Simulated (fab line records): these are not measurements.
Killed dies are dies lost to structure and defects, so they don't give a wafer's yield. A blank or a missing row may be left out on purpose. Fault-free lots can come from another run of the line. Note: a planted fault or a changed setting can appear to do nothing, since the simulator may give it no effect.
Split-lot experiment + flow n5-finfet + on a route of 1938 steps: 7 lots, 21 wafers read

== ABOUT THE SPLIT ==
At N5_PASSIVATION_ETCH_54 (etches SiO2 in CHF3/O2, target depth 880 nm, time 440 s), the setting source-w was moved away from the recipe's 650 W on 8 of the 21 wafers read, by -17.2% to +11.1%. The other wafers ran this setting at the recipe's value.

The split's own step is where the reading is taken.

== THE READING ==
etch.depth-nm (the simulator's own value, which no gauge read), in nm, at N5_PASSIVATION_ETCH_54 (etches SiO2 in CHF3/O2, target depth 880 nm, time 440 s). There is no usual value for it anywhere in the file. Average 884.7 nm, standard deviation 9.7 nm, over the 13 wafers here run with the recipe.

| wafer  | tool, chamber at the split | source-w as run, W | against the recipe | etch.depth-nm, nm | against lot-mates on the recipe |
|--------|----------------------------|--------------------|--------------------|-------------------|---------------------------------|
| L076.1 | rie-diel-06, 2             | 650                | recipe             | 880.2             | -                               |
| L076.3 | rie-diel-06, 1             | 650                | recipe             | 883.4             | -                               |
| L076.6 | rie-diel-06, 3             | 553.2              | -14.9%             | 834.7             | -47.1                           |
| L077.1 | rie-diel-06, 1             | 650                | recipe             | 892.9             | -                               |
| L077.2 | rie-diel-06, 2             | 650                | recipe             | 879               | -                               |
| L077.6 | rie-diel-06, 3             | 650                | recipe             | 894.9             | -                               |
| L081.1 | rie-diel-06, 3             | 650                | recipe             | 885.8             | -                               |
| L081.2 | rie-diel-06, 2             | 650                | recipe             | 881               | -                               |
| L081.3 | rie-diel-06, 0             | 650                | recipe             | 892.9             | -                               |
| L084.2 | rie-diel-04, 3             | 650                | recipe             | 887.1             | -                               |
| L084.4 | rie-diel-04, 0             | 599                | -7.8%              | 867.7             | -15.0                           |
| L084.6 | rie-diel-04, 2             | 650                | recipe             | 878.4             | -                               |
| L085.1 | rie-diel-06, 3             | 722                | +11.1%             | 931.1             | +38.9                           |
| L085.2 | rie-diel-06, 0             | 722                | +11.1%             | 932.5             | +40.3                           |
| L085.5 | rie-diel-06, 3             | 650                | recipe             | 892.2             | -                               |
| L088.1 | rie-diel-04, 2             | 538.2              | -17.2%             | 819               | -75.7                           |
| L088.5 | rie-diel-04, 3             | 538.2              | -17.2%             | 830.7             | -64.0                           |
| L088.6 | rie-diel-04, 0             | 650                | recipe             | 894.7             | -                               |
| L094.1 | rie-diel-05, 3             | 650                | recipe             | 858.2             | -                               |
| L094.3 | rie-diel-05, 1             | 580.8              | -10.6%             | 824.9             | -33.3                           |
| L094.6 | rie-diel-05, 1             | 580.8              | -10.6%             | 827.1             | -31.1                           |

FIT RESULTS
A straight line over all 21 wafers: etch.depth-nm changes by +3.9 nm for each +1% of source-w; r = +0.94; the points scatter about the line by 11 nm.
The same after taking each lot's own level away (the mean of its wafers on the recipe; 21 wafers): +3.58 nm for each +1%; r = +0.98; scatter 6.2 nm.
Per that fit: largest source-w move, reading shift of 62 nm.
From 858.20 to 894.70 nm: that is the span of the lots' own levels, equal to 3.8 times the standard deviation above.
Hence the lot-to-lot level has little effect on the slope; both slopes agree.
Check: for one of the wafers moved furthest among these (-17.2%), held out of the fit, the line's prediction against its lot-mates is -56.6 nm. Against them it came out at -75.7 nm.

== OTHER SPLITS ON THESE WAFERS ==
Before the reading, these wafers also passed through other splits. Each is held against what the fit with the lots' levels taken away leaves over:
| other split on the same wafers   | wafers away from the commonest value | r with etch.depth-nm (lot level and that fit taken away) |
|----------------------------------|--------------------------------------|----------------------------------------------------------|
| N5_BEOL_M13_COAT_04 spin-rpm     | 7                                    | -0.11                                                    |
| N5_BEOL_M13_DEP_53 time-s        | 10                                   | -0.44                                                    |
| N5_MIM_BOT_SPUTTER_00 time-s     | 7                                    | -0.33                                                    |
| N5_PASSIVATION_PECVD_01 time-s   | 9                                    | +0.00                                                    |
| N5_PASSIVATION_EXPOSE_41 dose-mj | 8                                    | -0.03                                                    |

== THE WHOLE CHAIN: every reading that the file lists as answering this split, in the file's order ==
| step                   | what it does                                            | reading                                                                       | change (the file's fit)              | r (the file's) |
|------------------------|---------------------------------------------------------|-------------------------------------------------------------------------------|--------------------------------------|----------------|
| N5_PASSIVATION_ETCH_54 | etches SiO2 in CHF3/O2, target depth 880 nm, time 440 s | PASSIVATION.feature-depth-nm (the simulator's own value, which no gauge read) | +3.44 nm for each +1% of the setting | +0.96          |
| N5_PASSIVATION_ETCH_54 | etches SiO2 in CHF3/O2, target depth 880 nm, time 440 s | etch.depth-nm (the simulator's own value, which no gauge read)                | +3.44 nm for each +1% of the setting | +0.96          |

== FILE'S OWN FIT ==
etch.depth-nm changes by +3.44 nm for each +1% of source-w, r = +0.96.
